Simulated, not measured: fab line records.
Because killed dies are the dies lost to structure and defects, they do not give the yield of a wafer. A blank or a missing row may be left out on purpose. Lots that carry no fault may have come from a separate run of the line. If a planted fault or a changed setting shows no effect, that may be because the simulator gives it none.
Struck lot and sound lot, side by side -- flow n5 finfet -- 16 steps out of a route of 1938
Sound: these wafers, L380.2, L380.4, L380.5. Wafers L399.2, L399.5, L399.6 were the ones struck. The cause is given at the end.
Per side, at each step with rows, come the tool, then ch with its chambers, and then its first start. Under that, the readings that differ: sound wafers -- struck wafers -- difference of the means -- sigmas: that difference in standard deviations of wafers without a fault.
alike: readings with means less than 2 such deviations apart, plus words and numbers identical on both sides. not compared: withheld readings, readings lacking a value on some wafer, bounds such as >300 that could conceal the same value, and numbers that have no deviation in the record and whose values overlap.
A row with sigmas, a row that says differs or no value, or rows on one side alone: a step with any of these is where the two part. Non-overlapping numbers with no deviation appear without sigmas and do not part them. A reading that every wafer of one side lacks parts them only if that side has two wafers or more.

first, 8 steps without rows for these wafers: N5_BEOL_M8_COAT_64 (time 60 s, resist thk 12 nm); N5_BEOL_M8_COAT_71 (time 60 s, resist thk 5 nm); N5_BEOL_M8_COAT_22 (resist thk 30 nm); N5_BEOL_M8_EBR_24; N5_BEOL_M8_SOFTBAKE_23 (time 60 s); N5_BEOL_M8_EXPOSE_25 (exposes mask V7, target cd 40 nm); N5_BEOL_M8_PEB_26 (peb time 60 s); N5_BEOL_M8_DEVELOP_27 (develop time 30 s).
N5_BEOL_M8_CD_MEAS_28: target cd 40 nm.
  sound on cd sem-01 ch 0, day 9 06:50; struck on cd sem-01 ch 0, day 14 08:10
  alike: cd nm
N5_BEOL_M8_OVL_MEAS_29:
  sound on overlay-01 ch 0, day 9 06:52; struck on overlay-01 ch 0, day 14 08:12
  alike: V7_OVL
N5_BEOL_M8_INSPECT_30: inspects for defects (brightfield).
  sound on defect inspect-02, day 9 06:56; struck on defect inspect-02, day 14 08:15
  alike: raw defect count
N5_BEOL_M8_DESCUM_33: chemistry O2, time 7 s.
  sound on rie diel-01 ch 1,2,3, day 9 06:58; struck on rie diel-05 ch 0,2,3, day 14 08:17
  alike: drypump motor current A, o2 flow sccm, oes product au, rf vpp V, showerhead plenum p Torr, throttle valve pct
  not compared: rf hours counter h
N5_BEOL_M8_ETCH_72: etches underlayer in N2/H2, target depth 6.5 nm, time 5.2 s.
  sound on rie diel-01 ch 1,2,3, day 9 07:00; struck on rie diel-05 ch 0,2,3, day 14 08:19
  no value came back on the struck wafers for any of 8 readings (bias w (W), chamber pressure mTorr (mTorr) and others); on the sound wafers bias w (W) reads 150.1 149.9 150.1
reading,sound,struck,difference,sigmas
model.CAR-EUV_of_BEOL_M8_COAT_22.thk nm (nm),20.4 20.4 20.4,26.2 26.2 26.2,+5.8,
  not compared: rf hours counter h
N5_BEOL_M8_ETCH_65: etches SiARC in CF4, target depth 15.6 nm, time 26 s.
  sound on rie diel-01 ch 1,2,3, day 9 07:01; struck on rie diel-05 ch 0,2,3, day 14 08:20
reading,sound,struck,difference,sigmas
model.CAR-EUV_of_BEOL_M8_COAT_22.thk nm (nm),11.2 11 11.2,17 17 17,+6,
  alike: bias w, cf4 flow sccm, drypump motor current A, etch rf on time s, oes product au, rf vpp V, showerhead plenum p Torr, throttle valve pct
  not compared: rf hours counter h
N5_BEOL_M8_ETCH_66: etches SOC in N2/H2, target depth 80 nm, overetch 16 nm, time 120 s.
  sound on rie diel-01 ch 1,2,3, day 9 07:02; struck on rie diel-05 ch 0,2,3, day 14 08:22
  alike: bias w, chamber pressure mTorr, drypump motor current A, oes product au, rf vpp V, showerhead plenum p Torr, throttle valve pct
  not compared: rf hours counter h
-- the record jumps here: 4 days lie between the struck wafers' starts before and after (it left off in module BEOL_M8 and takes up again in module PASSIVATION, whose first step shown is number 1936 of the route) --
N5_PASSIVATION_PROBE_49:
  sound on prober-02, day 12 09:44; struck on prober-01, day 17 21:45
  alike: defect limited yield, killed_at_M0_to_M3, killed_at_M4_up, killed at contacts, killed at front end, killed at other, killed dies, killed on rim, killed open, killed short, sort_bin_5_function, sort_bin_6_memory, sort n pass, sort yield pct

## WHERE THEY PART
N5_BEOL_M8_ETCH_72 only, going by this record. Later steps at which nothing parts them and some readings are alike: N5_BEOL_M8_ETCH_65, N5_BEOL_M8_ETCH_66, N5_PASSIVATION_PROBE_49.

WHY: what the simulator had put in
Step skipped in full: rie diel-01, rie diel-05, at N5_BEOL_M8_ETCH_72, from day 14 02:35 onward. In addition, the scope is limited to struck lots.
